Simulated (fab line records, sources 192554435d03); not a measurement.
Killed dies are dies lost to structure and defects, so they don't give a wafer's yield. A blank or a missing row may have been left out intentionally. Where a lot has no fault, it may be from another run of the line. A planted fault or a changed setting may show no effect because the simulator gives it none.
fab line records	flow n5Finfet
record lots=24	wafers=72	lastDay=17
route steps=1938 shown BEOL_M2@891
lots untouched by any fault: they come from a run of this same line in which no faults occurred
startH: hours from the record's first day to the start of the lot's first wafer shown	waitH: time in hours since the lot's previous step	" repeats the value in the row above	L1.1+2: one row covering several wafers at once	- either no value or no given start	* or withheld: withheld	< > ~ a bound
route shown NAME@n: names a module that has steps shown in the file, with the first one's number in the route	usual: mean and standard deviation over wafers with no fault	same: alike in all rows	chamber/n: place in a boat	sites: readings site by site	_std_site: standard deviation across them	_edge_site: inner sites' mean taken away from outer sites' mean	radiusMm: how far each site lies from the wafer's centre	mask NAME#n: copy n	behind: the last tool/chamber to shape the wafer	hold: the reason the lot was held/the length of the hold in hours/how it ended	device: which transistor (n, p or np) failed to switch	end of line: tests of these same wafers at the route's end	step lacking rows: just its recipe	killed: count of dies lost to structure and defects at first sort (not the wafer's yield)	map: a wafer's dies, marking killed ones x, the rest . and places with no die _
set.NAME: the setting that was run; set.NAME@STEP: the one run at that earlier step	model.NAME: the simulator's own value behind a step, which no gauge read
a sample of lots followed through the steps of the route, with each step as a table and each wafer as a row
services: the hour from which a tool's chamber was out of use, counted from the record's first day as startH (under 0 if before that day), plus the number of hours and why
## steps
# step N5_BEOL_M2_ETCH_41
# recipe chemistry=CH3F/O2	target=SiCN	targetDepthA=299	taperDeg=2	timeS=52.5	ionEnergyEv=120	maskMaterial=TiN	pressureMtorr=30	sourceW=395	biasW=75	Ar_flow_sccm=150	CH3F_flow_sccm=30	O2_flow_sccm=20
# usual drypumpMotorCurrentA=5.6/0.43	oesProductAu=0.83/0.085	rfVppV=297.6/1.5	showerheadPlenumPTorr=2.02/0.065	throttleValvePct=16.37/0.27
lot.wafer	tool	chamber	startH	waitH	drypumpMotorCurrentA	oesProductAu	rfHoursCounterH	rfVppV	showerheadPlenumPTorr	throttleValvePct
L074.1	rieDiel-01	1	-	-	6.1	0.79	99	296.6	1.93	16.51
L074.5	"	3	"	"	6.2	0.84	-	299.2	2.11	16.62
L074.6	"	2	"	"	5.6	0.96	-	300.6	2.13	15.84
L075.1	rieDiel-02	1	-	-	5.3	0.95	3	298.0	1.96	16.03
L075.2	"	0	"	"	5.6	0.76	165	296.5	2.00	16.61
L075.4	"	3	"	"	4.9	0.75	148	296.7	2.01	16.32
L076.4	rieDiel-01	0	-	-	5.9	1.03	1	298.4	2.05	16.05
L076.5	"	0	"	"	5.9	1.03	-	299.2	2.05	16.06
L076.6	"	3	"	"	6.2	0.83	-	300.2	2.10	16.64
L077.1	rieDiel-04	2	-	-	5.7	0.93	10	297.1	2.04	16.40
L077.2	"	1	"	"	4.8	0.69	223	297.9	1.97	16.58
L077.6	"	0	"	"	5.5	0.92	-	298.0	2.04	16.36
L078.1	rieDiel-01	0	-	-	5.9	1.02	2	297.7	2.05	16.06
L078.4	"	3	"	"	6.2	0.83	89	299.1	2.10	16.63
L078.6	"	2	"	"	5.6	0.93	-	299.3	2.12	15.85
L079.4	rieDiel-02	1	-	-	5.4	0.93	12	298.0	1.96	16.04
L079.5	"	0	"	"	5.6	0.75	-	297.7	2.00	16.64
L079.6	"	1	"	"	5.3	0.93	-	296.5	1.96	16.05
L080.1	rieDiel-02	1	-	-	5.3	0.91	14	296.2	1.96	16.05
L080.3	"	3	"	"	4.9	0.74	160	298.1	2.00	16.35
L080.4	"	0	"	"	5.6	0.74	176	297.4	1.99	16.64
L082.2	rieDiel-01	3	-	-	6.2	0.82	98	298.3	2.10	16.63
L082.3	"	1	"	"	6.1	0.77	117	295.7	1.93	16.56
L082.6	"	2	"	"	5.6	0.91	-	299.9	2.12	15.86
L081.2	rieDiel-02	3	-	-	4.9	0.74	163	298.1	2.00	16.38
L081.4	"	0	"	"	5.6	0.75	178	298.1	1.99	16.63
L081.6	"	2	"	"	5.0	0.72	-	295.0	1.91	16.70
L083.1	rieDiel-02	1	-	-	5.3	0.91	19	296.0	1.96	16.06
L083.2	"	3	"	"	4.9	0.74	164	296.9	2.00	16.36
L083.6	"	1	"	"	5.3	0.91	-	296.8	1.96	16.06
L084.1	rieDiel-04	3	-	-	5.4	0.81	94	297.9	2.02	16.41
L084.2	"	0	"	"	5.5	0.90	39	298.0	2.04	16.38
L084.4	"	1	"	"	4.8	0.67	236	298.2	1.97	16.60
L085.1	rieDiel-01	3	-	-	6.2	0.82	106	299.3	2.10	16.65
L085.2	"	1	"	"	6.1	0.77	125	296.8	1.93	16.57
L085.4	"	0	"	"	5.9	0.97	19	298.0	2.04	16.09
L086.1	rieDiel-01	0	-	-	6.0	0.94	23	297.9	2.04	16.11
L086.3	"	3	"	"	6.2	0.81	111	299.5	2.10	16.67
L086.4	"	1	"	"	6.1	0.76	129	294.9	1.92	16.55
L087.3	rieDiel-04	0	-	-	5.5	0.88	46	298.9	2.04	16.41
L087.5	"	0	"	"	5.5	0.88	-	298.2	2.04	16.41
L087.6	"	1	"	"	4.7	0.67	-	295.9	1.97	16.61
L088.1	rieDiel-04	0	-	-	5.5	0.89	46	297.1	2.04	16.41
L088.2	"	1	"	"	4.7	0.68	244	296.9	1.97	16.59
L088.3	"	2	"	"	5.7	0.90	32	298.0	2.03	16.46
L089.1	rieDiel-01	2	-	-	5.6	0.87	48	298.2	2.11	15.89
L089.4	"	3	"	"	6.2	0.80	118	299.2	2.09	16.69
L089.6	"	3	"	"	6.2	0.80	-	298.7	2.09	16.68
L090.1	rieDiel-01	2	-	-	5.6	0.87	51	300.5	2.11	15.92
L090.2	"	3	"	"	6.2	0.79	121	300.6	2.09	16.68
L090.5	"	1	"	"	6.1	0.75	-	295.8	1.92	16.59
L091.3	rieDiel-01	1	-	-	6.1	0.76	140	296.4	1.92	16.60
L091.4	"	2	"	"	5.6	0.88	51	301.2	2.11	15.89
L091.6	"	0	"	"	5.9	0.92	-	296.6	2.04	16.12
L093.1	rieDiel-02	0	-	-	5.6	0.73	196	296.5	1.99	16.66
L093.4	"	1	"	"	5.3	0.88	36	297.9	1.95	16.10
L093.6	"	2	"	"	5.0	0.70	-	296.9	1.91	16.74
L092.1	rieDiel-01	2	-	-	5.6	0.88	51	300.8	2.11	15.89
L092.3	"	1	"	"	6.1	0.75	140	297.0	1.92	16.58
L092.6	"	2	"	"	5.6	0.87	-	298.9	2.11	15.92
L094.1	rieDiel-04	0	-	-	5.5	0.87	64	297.6	2.03	16.45
L094.2	"	2	"	"	5.7	0.87	49	297.7	2.03	16.49
L094.3	"	3	"	"	5.4	0.79	117	296.8	2.01	16.47
L095.2	rieDiel-01	3	-	-	6.2	0.79	129	300.8	2.09	16.71
L095.3	"	0	"	"	5.9	0.91	41	297.4	2.04	16.14
L095.6	"	1	"	"	6.1	0.75	-	295.9	1.92	16.61
L097.3	rieDiel-01	1	-	-	6.1	0.74	153	295.4	1.92	16.63
L097.4	"	0	"	"	5.9	0.91	-	298.1	2.03	16.15
L097.6	"	1	"	"	6.0	0.75	-	295.8	1.92	16.63
L096.1	rieDiel-04	2	-	-	5.7	0.85	55	297.9	2.02	16.51
L096.3	"	1	"	"	4.7	0.95	7	296.8	1.96	16.15
L096.5	"	1	"	"	4.7	0.95	-	297.0	1.96	16.14
# step N5_BEOL_M2_CD_MEAS_35
# recipe targetCdNm=18	targetCdYNm=22.2	polarity=opening
# usual cdNm=18.0/0.31
lot.wafer	tool	chamber	startH	waitH	cdNm
L074.1	cdSem-01	-	137.29	0.0	18.0
L074.5	"	-	"	"	18.2
L074.6	"	-	"	"	18.6
L075.1	cdSem-01	-	144.65	0.0	17.1
L075.2	"	-	"	"	17.5
L075.4	"	-	"	"	17.5
L076.4	cdSem-02	-	153.12	0.0	17.5
L076.5	"	-	"	"	17.2
L076.6	"	-	"	"	17.8
L077.1	cdSem-03	-	154.83	0.0	18.1
L077.2	"	-	"	"	18.1
L077.6	"	-	"	"	18.3
L078.1	cdSem-02	-	156.01	0.0	18.2
L078.4	"	-	"	"	18.0
L078.6	"	-	"	"	17.9
L079.4	cdSem-01	-	169.17	0.0	17.5
L079.5	"	-	"	"	17.3
L079.6	"	-	"	"	17.9
L080.1	cdSem-01	-	178.59	0.0	17.7
L080.3	"	-	"	"	18.0
L080.4	"	-	"	"	17.8
L082.2	cdSem-01	-	182.56	0.0	18.3
L082.3	"	-	"	"	18.3
L082.6	"	-	"	"	18.4
L081.2	cdSem-01	-	186.91	0.0	17.4
L081.4	"	-	"	"	18.4
L081.6	"	-	"	"	18.0
L083.1	cdSem-03	-	189.16	0.0	18.1
L083.2	"	-	"	"	17.6
L083.6	"	-	"	"	17.5
L084.1	cdSem-03	-	192.55	0.0	18.4
L084.2	"	-	"	"	18.3
L084.4	"	-	"	"	18.1
L085.1	cdSem-01	-	204.37	0.0	17.6
L085.2	"	-	"	"	17.8
L085.4	"	-	"	"	18.0
L086.1	cdSem-03	-	215.25	0.0	17.3
L086.3	"	-	"	"	18.3
L086.4	"	-	"	"	17.6
L087.3	cdSem-03	-	215.42	0.0	18.3
L087.5	"	-	"	"	17.8
L087.6	"	-	"	"	18.3
L088.1	cdSem-03	-	215.89	0.0	18.4
L088.2	"	-	"	"	18.4
L088.3	"	-	"	"	18.0
L089.1	cdSem-01	-	236.29	0.0	18.2
L089.4	"	-	"	"	17.8
L089.6	"	-	"	"	17.9
L090.1	cdSem-03	-	244.23	0.0	17.8
L090.2	"	-	"	"	18.1
L090.5	"	-	"	"	17.8
L091.3	cdSem-03	-	244.60	0.0	17.5
L091.4	"	-	"	"	18.0
L091.6	"	-	"	"	18.5
L093.1	cdSem-03	-	244.67	0.0	18.1
L093.4	"	-	"	"	18.4
L093.6	"	-	"	"	17.7
L092.1	cdSem-03	-	245.09	0.0	18.1
L092.3	"	-	"	"	17.7
L092.6	"	-	"	"	18.2
L094.1	cdSem-01	-	255.06	0.0	18.1
L094.2	"	-	"	"	17.9
L094.3	"	-	"	"	17.8
L095.2	cdSem-03	-	262.99	0.0	17.8
L095.3	"	-	"	"	18.0
L095.6	"	-	"	"	18.2
L097.3	cdSem-02	-	273.13	0.0	17.7
L097.4	"	-	"	"	18.1
L097.6	"	-	"	"	17.9
L096.1	cdSem-02	-	275.16	0.0	18.2
L096.3	"	-	"	"	17.9
L096.5	"	-	"	"	18.1
# step N5_BEOL_M2_SPUTTER_48
# recipe material=Cu	targetThkA=45	tempC=-20	chamberPressurePa=0.07	powerW=withheld	timeS=8.29
# usual throttleValvePct=29.5/1
lot.wafer	tool	chamber	startH	waitH	throttleValvePct
L074.1	pvdSputter-01	-	139.00	0.2	31.7
L074.5	"	-	"	"	29.1
L074.6	"	-	"	"	29.0
L075.1	pvdSputter-01	-	145.60	0.1	31.7
L075.2	"	-	"	"	28.2
L075.4	"	-	"	"	28.8
L076.4	pvdSputter-01	-	154.50	0.1	28.1
L076.5	"	-	"	"	27.8
L076.6	"	-	"	"	29.3
L077.1	pvdSputter-03	-	156.25	0.2	29.7
L077.2	"	-	"	"	30.4
L077.6	"	-	"	"	29.2
L078.1	pvdSputter-01	-	157.16	0.1	28.9
L078.4	"	-	"	"	28.2
L078.6	"	-	"	"	28.9
L079.4	pvdSputter-01	-	172.47	0.0	29.5
L079.5	"	-	"	"	28.8
L079.6	"	-	"	"	28.0
L080.1	pvdSputter-01	-	179.84	0.3	29.8
L080.3	"	-	"	"	29.1
L080.4	"	-	"	"	28.0
L082.2	pvdSputter-03	-	183.57	0.2	29.6
L082.3	"	-	"	"	29.0
L082.6	"	-	"	"	29.3
L081.2	pvdSputter-01	-	189.45	0.1	28.9
L081.4	"	-	"	"	29.2
L081.6	"	-	"	"	28.2
L083.1	pvdSputter-03	-	190.45	0.4	29.1
L083.2	"	-	"	"	30.4
L083.6	"	-	"	"	29.1
L084.1	pvdSputter-01	-	193.91	0.1	28.1
L084.2	"	-	"	"	31.5
L084.4	"	-	"	"	29.4
L085.1	pvdSputter-01	-	205.61	0.2	28.1
L085.2	"	-	"	"	31.4
L085.4	"	-	"	"	29.4
L086.1	pvdSputter-01	-	216.13	0.1	28.9
L086.3	"	-	"	"	27.9
L086.4	"	-	"	"	31.6
L087.3	pvdSputter-01	-	217.97	1.6	28.9
L087.5	"	-	"	"	28.2
L087.6	"	-	"	"	31.4
L088.1	pvdSputter-02	-	218.07	1.2	30.0
L088.2	"	-	"	"	29.3
L088.3	"	-	"	"	29.2
L089.1	pvdSputter-02	-	237.57	0.3	29.4
L089.4	"	-	"	"	29.4
L089.6	"	-	"	"	29.6
L090.1	pvdSputter-01	-	244.90	0.1	28.9
L090.2	"	-	"	"	31.4
L090.5	"	-	"	"	31.8
L091.3	pvdSputter-02	-	245.34	0.2	29.1
L091.4	"	-	"	"	29.5
L091.6	"	-	"	"	29.3
L093.1	pvdSputter-03	-	245.56	0.2	30.1
L093.4	"	-	"	"	29.0
L093.6	"	-	"	"	29.3
L092.1	pvdSputter-02	-	247.84	0.2	29.0
L092.3	"	-	"	"	29.4
L092.6	"	-	"	"	29.1
L094.1	pvdSputter-03	-	256.25	0.1	29.1
L094.2	"	-	"	"	29.5
L094.3	"	-	"	"	28.7
L095.2	pvdSputter-03	-	264.81	0.4	29.5
L095.3	"	-	"	"	29.3
L095.6	"	-	"	"	29.0
L097.3	pvdSputter-03	-	275.55	0.1	29.3
L097.4	"	-	"	"	30.3
L097.6	"	-	"	"	29.3
L096.1	pvdSputter-02	-	275.90	0.2	29.3
L096.3	"	-	"	"	28.9
L096.5	"	-	"	"	29.9
# step N5_BEOL_M2_ANNEAL_80
# recipe tempC=400	timeS=240	ambient=vacuum
# usual heaterPowerW=788/37	susceptor_temp_C_max=401.0/0.39
lot.wafer	tool	chamber	startH	waitH	heaterPowerW	susceptor_temp_C_max
L074.1	pvdSputter-01	-	139.30	0.0	795	400.2
L074.5	"	-	"	"	790	400.5
L074.6	"	-	"	"	787	401.8
L075.1	pvdSputter-01	-	145.90	0.0	789	401.3
L075.2	"	-	"	"	772	400.6
L075.4	"	-	"	"	796	401.6
L076.4	pvdSputter-01	-	154.80	0.0	787	400.7
L076.5	"	-	"	"	779	401.0
L076.6	"	-	"	"	788	401.6
L077.1	pvdSputter-03	-	156.55	0.0	784	401.2
L077.2	"	-	"	"	802	400.9
L077.6	"	-	"	"	844	400.9
L078.1	pvdSputter-01	-	157.46	0.0	804	401.7
L078.4	"	-	"	"	766	401.0
L078.6	"	-	"	"	813	401.5
L079.4	pvdSputter-01	-	172.77	0.0	811	401.2
L079.5	"	-	"	"	790	401.7
L079.6	"	-	"	"	758	401.0
L080.1	pvdSputter-01	-	180.14	0.0	821	401.1
L080.3	"	-	"	"	783	401.0
L080.4	"	-	"	"	761	401.0
L082.2	pvdSputter-03	-	183.87	0.0	778	401.1
L082.3	"	-	"	"	773	401.2
L082.6	"	-	"	"	773	400.5
L081.2	pvdSputter-01	-	189.75	0.0	809	401.1
L081.4	"	-	"	"	781	401.2
L081.6	"	-	"	"	743	400.7
L083.1	pvdSputter-03	-	190.75	0.0	784	401.0
L083.2	"	-	"	"	790	400.5
L083.6	"	-	"	"	858	400.6
L084.1	pvdSputter-01	-	194.21	0.0	759	400.9
L084.2	"	-	"	"	778	401.4
L084.4	"	-	"	"	793	400.8
L085.1	pvdSputter-01	-	205.91	0.0	751	400.6
L085.2	"	-	"	"	795	401.1
L085.4	"	-	"	"	817	401.2
L086.1	pvdSputter-01	-	216.43	0.0	823	400.9
L086.3	"	-	"	"	747	400.4
L086.4	"	-	"	"	777	400.8
L087.3	pvdSputter-01	-	218.27	0.0	793	401.0
L087.5	"	-	"	"	758	400.5
L087.6	"	-	"	"	787	400.7
L088.1	pvdSputter-02	-	218.37	0.0	801	401.4
L088.2	"	-	"	"	827	401.1
L088.3	"	-	"	"	742	401.4
L089.1	pvdSputter-02	-	237.87	0.0	803	401.5
L089.4	"	-	"	"	822	400.5
L089.6	"	-	"	"	700	401.0
L090.1	pvdSputter-01	-	245.20	0.0	807	400.6
L090.2	"	-	"	"	791	400.8
L090.5	"	-	"	"	783	400.7
L091.3	pvdSputter-02	-	245.64	0.0	814	400.5
L091.4	"	-	"	"	809	401.8
L091.6	"	-	"	"	761	402.0
L093.1	pvdSputter-03	-	245.86	0.0	775	400.5
L093.4	"	-	"	"	844	400.9
L093.6	"	-	"	"	765	401.0
L092.1	pvdSputter-02	-	248.14	0.0	726	401.2
L092.3	"	-	"	"	843	400.5
L092.6	"	-	"	"	752	401.2
L094.1	pvdSputter-03	-	256.55	0.0	791	400.9
L094.2	"	-	"	"	774	401.5
L094.3	"	-	"	"	847	400.8
L095.2	pvdSputter-03	-	265.11	0.0	851	400.7
L095.3	"	-	"	"	753	400.8
L095.6	"	-	"	"	893	400.9
L097.3	pvdSputter-03	-	275.85	0.0	776	401.1
L097.4	"	-	"	"	788	401.1
L097.6	"	-	"	"	761	401.1
L096.1	pvdSputter-02	-	276.20	0.0	838	400.6
L096.3	"	-	"	"	749	401.3
L096.5	"	-	"	"	696	401.1
# step N5_BEOL_M2_ANNEAL_89
# recipe tempC=400	timeS=240	ambient=vacuum
# usual heaterPowerW=786/38	susceptor_temp_C_max=400.9/0.36
lot.wafer	tool	chamber	startH	waitH	heaterPowerW	susceptor_temp_C_max
L074.1	pvdSputter-01	-	139.96	0.0	770	400.7
L074.5	"	-	"	"	805	400.5
L074.6	"	-	"	"	797	401.3
L075.1	pvdSputter-01	-	146.56	0.0	793	400.6
L075.2	"	-	"	"	763	400.7
L075.4	"	-	"	"	785	401.1
L076.4	pvdSputter-01	-	155.46	0.0	754	400.6
L076.5	"	-	"	"	763	400.6
L076.6	"	-	"	"	804	400.9
L077.1	pvdSputter-03	-	157.21	0.0	781	401.4
L077.2	"	-	"	"	782	400.3
L077.6	"	-	"	"	875	401.1
L078.1	pvdSputter-01	-	158.12	0.0	791	401.3
L078.4	"	-	"	"	745	400.9
L078.6	"	-	"	"	808	401.2
L079.4	pvdSputter-01	-	173.43	0.0	814	400.9
L079.5	"	-	"	"	796	401.3
L079.6	"	-	"	"	741	400.8
L080.1	pvdSputter-01	-	180.80	0.0	826	401.1
L080.3	"	-	"	"	812	401.5
L080.4	"	-	"	"	763	400.6
L082.2	pvdSputter-03	-	184.53	0.0	780	400.6
L082.3	"	-	"	"	762	401.3
L082.6	"	-	"	"	763	401.0
L081.2	pvdSputter-01	-	190.41	0.0	784	400.8
L081.4	"	-	"	"	792	400.6
L081.6	"	-	"	"	764	400.7
L083.1	pvdSputter-03	-	191.41	0.0	766	400.8
L083.2	"	-	"	"	757	401.0
L083.6	"	-	"	"	868	401.1
L084.1	pvdSputter-01	-	194.87	0.0	745	400.4
L084.2	"	-	"	"	811	401.3
L084.4	"	-	"	"	788	401.0
L085.1	pvdSputter-01	-	206.57	0.0	779	400.7
L085.2	"	-	"	"	790	401.0
L085.4	"	-	"	"	826	401.0
L086.1	pvdSputter-01	-	217.09	0.0	802	401.0
L086.3	"	-	"	"	770	400.7
L086.4	"	-	"	"	797	401.2
L087.3	pvdSputter-01	-	218.93	0.0	771	400.6
L087.5	"	-	"	"	757	400.3
L087.6	"	-	"	"	788	401.0
L088.1	pvdSputter-02	-	219.03	0.0	826	401.5
L088.2	"	-	"	"	821	401.0
L088.3	"	-	"	"	743	401.5
L089.1	pvdSputter-02	-	238.53	0.0	825	401.3
L089.4	"	-	"	"	826	400.5
L089.6	"	-	"	"	682	401.3
L090.1	pvdSputter-01	-	245.86	0.0	798	401.3
L090.2	"	-	"	"	802	400.3
L090.5	"	-	"	"	808	400.5
L091.3	pvdSputter-02	-	246.30	0.0	836	400.9
L091.4	"	-	"	"	814	401.7
L091.6	"	-	"	"	740	401.2
L093.1	pvdSputter-03	-	246.52	0.0	770	400.4
L093.4	"	-	"	"	842	401.0
L093.6	"	-	"	"	761	400.9
L092.1	pvdSputter-02	-	248.80	0.0	739	401.0
L092.3	"	-	"	"	816	400.7
L092.6	"	-	"	"	749	401.0
L094.1	pvdSputter-03	-	257.21	0.0	755	400.7
L094.2	"	-	"	"	782	401.5
L094.3	"	-	"	"	825	400.3
L095.2	pvdSputter-03	-	265.77	0.0	867	400.7
L095.3	"	-	"	"	769	401.4
L095.6	"	-	"	"	850	401.0
L097.3	pvdSputter-03	-	276.51	0.0	799	401.3
L097.4	"	-	"	"	759	400.9
L097.6	"	-	"	"	772	401.7
L096.1	pvdSputter-02	-	276.86	0.0	828	400.0
L096.3	"	-	"	"	752	401.6
L096.5	"	-	"	"	715	400.5
# step N5_BEOL_M2_ANNEAL_91
# recipe tempC=400	timeS=240	ambient=vacuum
# usual heaterPowerW=788/40	susceptor_temp_C_max=401.0/0.36
lot.wafer	tool	chamber	startH	waitH	heaterPowerW	susceptor_temp_C_max
L074.1	pvdSputter-01	-	140.18	0.0	805	400.6
L074.5	"	-	"	"	838	401.0
L074.6	"	-	"	"	794	401.3
L075.1	pvdSputter-01	-	146.78	0.0	815	401.0
L075.2	"	-	"	"	754	400.8
L075.4	"	-	"	"	776	401.6
L076.4	pvdSputter-01	-	155.68	0.0	765	400.6
L076.5	"	-	"	"	744	400.6
L076.6	"	-	"	"	812	401.2
L077.1	pvdSputter-03	-	157.43	0.0	768	401.0
L077.2	"	-	"	"	798	400.8
L077.6	"	-	"	"	854	401.2
L078.1	pvdSputter-01	-	158.34	0.0	796	400.8
L078.4	"	-	"	"	755	400.4
L078.6	"	-	"	"	793	401.1
L079.4	pvdSputter-01	-	173.65	0.0	822	401.0
L079.5	"	-	"	"	796	401.2
L079.6	"	-	"	"	759	400.3
L080.1	pvdSputter-01	-	181.02	0.0	792	401.2
L080.3	"	-	"	"	795	400.7
L080.4	"	-	"	"	752	400.5
L082.2	pvdSputter-03	-	184.75	0.0	791	401.2
L082.3	"	-	"	"	762	400.6
L082.6	"	-	"	"	753	400.2
L081.2	pvdSputter-01	-	190.63	0.0	789	401.4
L081.4	"	-	"	"	800	400.9
L081.6	"	-	"	"	755	400.5
L083.1	pvdSputter-03	-	191.63	0.0	752	400.5
L083.2	"	-	"	"	762	400.6
L083.6	"	-	"	"	888	401.2
L084.1	pvdSputter-01	-	195.09	0.0	772	400.3
L084.2	"	-	"	"	791	401.1
L084.4	"	-	"	"	839	401.0
L085.1	pvdSputter-01	-	206.79	0.0	748	400.6
L085.2	"	-	"	"	805	400.9
L085.4	"	-	"	"	811	401.0
L086.1	pvdSputter-01	-	217.31	0.0	806	401.1
L086.3	"	-	"	"	750	400.8
L086.4	"	-	"	"	818	401.3
L087.3	pvdSputter-01	-	219.15	0.0	822	401.2
L087.5	"	-	"	"	769	400.7
L087.6	"	-	"	"	808	400.6
L088.1	pvdSputter-02	-	219.25	0.0	803	401.2
L088.2	"	-	"	"	837	400.6
L088.3	"	-	"	"	754	401.6
L089.1	pvdSputter-02	-	238.75	0.0	820	401.5
L089.4	"	-	"	"	822	400.3
L089.6	"	-	"	"	704	400.9
L090.1	pvdSputter-01	-	246.08	0.0	825	401.6
L090.2	"	-	"	"	812	400.6
L090.5	"	-	"	"	789	400.3
L091.3	pvdSputter-02	-	246.52	0.0	831	400.6
L091.4	"	-	"	"	798	401.7
L091.6	"	-	"	"	754	401.5
L093.1	pvdSputter-03	-	246.74	0.0	770	400.8
L093.4	"	-	"	"	856	400.9
L093.6	"	-	"	"	750	401.0
L092.1	pvdSputter-02	-	249.02	0.0	742	401.4
L092.3	"	-	"	"	841	401.1
L092.6	"	-	"	"	758	401.4
L094.1	pvdSputter-03	-	257.43	0.0	765	400.8
L094.2	"	-	"	"	761	400.7
L094.3	"	-	"	"	863	401.2
L095.2	pvdSputter-03	-	265.99	0.0	863	400.9
L095.3	"	-	"	"	755	401.1
L095.6	"	-	"	"	865	401.3
L097.3	pvdSputter-03	-	276.73	0.0	784	401.5
L097.4	"	-	"	"	761	401.0
L097.6	"	-	"	"	761	401.0
L096.1	pvdSputter-02	-	277.08	0.0	831	400.7
L096.3	"	-	"	"	753	401.3
L096.5	"	-	"	"	671	401.0
## services
tool	chamber	startH	hours	kind
rieDiel-02	1	119.95	-	clean
rieDiel-02	1	119.95	-	consumableReplace:focusRing
rieDiel-02	1	119.95	15.3	scheduledDown
rieDiel-02	1	119.95	15.3	ventCycle
rieDiel-04	1	120.61	9.8	repair
rieDiel-01	0	125.47	-	clean
rieDiel-01	0	125.47	-	consumableReplace:focusRing
rieDiel-01	0	125.47	24.0	scheduledDown
rieDiel-01	0	125.47	24.0	ventCycle
rieDiel-02	0	180.49	4.4	repair
rieDiel-02	-	220.78	2.3	repair
rieDiel-04	1	229.53	-	clean
rieDiel-04	1	229.53	-	consumableReplace:focusRing
rieDiel-04	1	229.53	26.2	scheduledDown
rieDiel-04	1	229.53	26.2	ventCycle
rieDiel-01	3	270.15	5.9	repair
## key
fault none
